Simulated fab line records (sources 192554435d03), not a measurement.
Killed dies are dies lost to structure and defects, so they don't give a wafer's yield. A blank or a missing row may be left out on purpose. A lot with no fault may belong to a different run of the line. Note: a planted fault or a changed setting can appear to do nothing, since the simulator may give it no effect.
Matching of chambers ; flow n5 finfet ; 4 sister chambers for N5_GATE_CUT_CMP_43 on cmp-04
The step polishes SiO2. 8 wafers are shown with their chamber, then 9 later ones without.

== EACH WAFER AND ITS CHAMBER ==
wafer;chamber;motor current A (A)
L084.6;2;13.5
L087.5;0;13.7
L088.1;0;12.9
L088.2;3;13.1
L088.4;1;14.0
L092.1;3;13.9
L092.3;2;13.5
L092.5;1;13.4

== WAFERS MISSING THEIR CHAMBER ==
wafer;motor current A (A)
L094.1;13.6
L094.4;13.7
L094.5;13.1
L095.3;13.1
L095.5;13.0
L095.6;14.3
L096.1;13.5
L096.5;12.7
L096.6;13.2

== THE CHAMBER EACH PASSED THROUGH ==
wafer;from the rows above;in truth
L094.1;can't be placed: 1 or 2 or 3 or 0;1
L094.4;can't be placed: 1 or 2 or 3 or 0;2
L094.5;can't be placed: 0 or 2 or 3 or 1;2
L095.3;can't be placed: 0 or 2 or 3 or 1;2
L095.5;can't be placed: 0 or 2 or 3 or 1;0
L095.6;can't be placed: 1 or 2 or 3 or 0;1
L096.1;can't be placed: 2 or 3 or 0 or 1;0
L096.5;can't be placed: 0 or 2 or 3 or 1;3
L096.6;can't be placed: 0 or 2 or 3 or 1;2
Placed correctly: 0 of 9. From these rows, 9 cannot be placed; in 9 the true chamber is one of the candidates. Wrongly placed: 0.
How it was worked out, from the rows above alone: a wafer's distance from a chamber is the root of the sum, over the readings, of the square of ((its reading less the chamber's mean) divided by the reading's scatter). The wafer belongs to the nearest chamber; if the next one is less than 2 further off, it can't be placed. For every chamber, the mean is computed from those of its wafers that are shown. The scatter: the root of (the sum of the squares of (reading less its chamber's mean) over the shown wafers, divided by (wafers less chambers)).
